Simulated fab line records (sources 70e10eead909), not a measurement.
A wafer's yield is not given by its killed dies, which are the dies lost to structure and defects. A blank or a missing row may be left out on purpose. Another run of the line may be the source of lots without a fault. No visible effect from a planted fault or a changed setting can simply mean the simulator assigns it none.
Check of tool commonality -- flow nand harc -- 12 wafers sampled across 4 lots

== REASON FOR OPENING ==
Flagged at NHARC_END_SORT_01: reading killed at periphery, on 2 of 4 lots. No-fault wafers: 3.8, standard deviation 2.8.
Rule: flag the lot when none of its wafers has a number, or when each of its wafers that has one lies beyond 4 standard deviations from that mean. The rest of the lots are taken to be sound.

lot,measured,on,"killed at periphery, wafer by wafer",flag
L562,day 28 14:54,prober-02,618 624 629,FLAGGED
L561,day 29 11:46,prober-02,640 645 627,FLAGGED
L563,day 29 21:49,prober-01,1 2 5,
L568,day 31 17:06,prober-01,10 9 6,
The numbers of the flagged lots are 630.5 on average: +626.7 against the usual, or +99 or more standard deviations.

== EACH LOT AND THE TOOL IT RAN ON ==
The record holds 4 process steps before the reading, out of a route of 1302 steps. Read each cell as the tool, then ch plus the chambers that the sampled wafers visited, then the start.
lot,flag,NHARC_P_M2_PRE_CLEAN_32,NHARC_P_BONDPAD_DESCUM_11,NHARC_P_BONDPAD_ETCH_12,NHARC_P_BONDPAD_DEGAS_25
L562,FLAGGED,"pecvd-01 ch 2, day 11 03:33","rie diel-07 ch 0,1,3, day 11 06:08","rie diel-07 ch 0,2,3, day 11 06:20","pvd sputter-02, day 11 07:05"
L561,FLAGGED,"pecvd-04 ch 0,1, day 11 03:43","rie diel-07 ch 0,2,3, day 11 05:38","rie diel-07 ch 0,1, day 11 05:49","pvd sputter-01, day 11 06:35"
L563,,"pecvd-04 ch 1,2, day 11 14:19","rie diel-02 ch 0,1, day 11 16:11","rie diel-02 ch 2,3, day 11 16:22","pvd sputter-03, day 11 17:08"
L568,,"pecvd-01 ch 1,2, day 13 17:13","rie diel-02 ch 0,1,2, day 13 19:07","rie diel-02 ch 0,1,2, day 13 19:17","pvd sputter-01, day 13 20:02"
What these steps do:
- NHARC_P_M2_PRE_CLEAN_32: time 12 s.
- NHARC_P_BONDPAD_DESCUM_11: chemistry O2, time 3 s.
- NHARC_P_BONDPAD_ETCH_12: etches the open film in CHF3/O2, target depth 200 nm, time 100 s.
- NHARC_P_BONDPAD_DEGAS_25: time 60 s.
- NHARC_END_SORT_01

== FLAGGED AGAINST TOTAL, ONE TOOL AT A TIME (gauges that did the reading follow at the end) ==
step,tool,lots run,flagged,share of the flagged lots,sound lots run after its first flagged lot
NHARC_P_M2_PRE_CLEAN_32,pecvd-01,2,1,some,1 (L568)
NHARC_P_M2_PRE_CLEAN_32,pecvd-04,2,1,some,1 (L563)
NHARC_P_BONDPAD_DESCUM_11,rie diel-02,2,0,none,-
NHARC_P_BONDPAD_DESCUM_11,rie diel-07,2,2,all,0
NHARC_P_BONDPAD_ETCH_12,rie diel-02,2,0,none,-
NHARC_P_BONDPAD_ETCH_12,rie diel-07,2,2,all,0
NHARC_P_BONDPAD_DEGAS_25,pvd sputter-01,2,1,some,1 (L568)
NHARC_P_BONDPAD_DEGAS_25,pvd sputter-02,1,1,some,0
NHARC_P_BONDPAD_DEGAS_25,pvd sputter-03,1,0,none,-
NHARC_END_SORT_01,prober-01,2,0,none,-
NHARC_END_SORT_01,prober-02,2,2,all,0

== WHAT THE TABLE PERMITS ==
In the table, 3 rows ran each flagged lot (rie diel-07 at NHARC_P_BONDPAD_DESCUM_11; rie diel-07 at NHARC_P_BONDPAD_ETCH_12; prober-02 at NHARC_END_SORT_01).
- rie diel-07 at NHARC_P_BONDPAD_DESCUM_11 ran 2 lots, 2 of them flagged. In this sample it ran no sound lot ahead of its first flagged lot, so there is no way to narrow down the start.
- rie diel-07 at NHARC_P_BONDPAD_ETCH_12 ran 2 lots, 2 of them flagged. In this sample it ran no sound lot ahead of its first flagged lot, so there is no way to narrow down the start. Its own readings (run length s) fall more than 4 standard deviations out on all wafers of the flagged lots.
- prober-02 at NHARC_END_SORT_01 ran 2 lots, 2 of them flagged. In this sample it ran no sound lot ahead of its first flagged lot, so there is no way to narrow down the start.
Counting lots can't tell these 2 tools apart, because each fits a fault that began at some hour. More lots, or a look at what each step does to the wafer, might.

== WHAT THE SIMULATOR HAD INSERTED ==
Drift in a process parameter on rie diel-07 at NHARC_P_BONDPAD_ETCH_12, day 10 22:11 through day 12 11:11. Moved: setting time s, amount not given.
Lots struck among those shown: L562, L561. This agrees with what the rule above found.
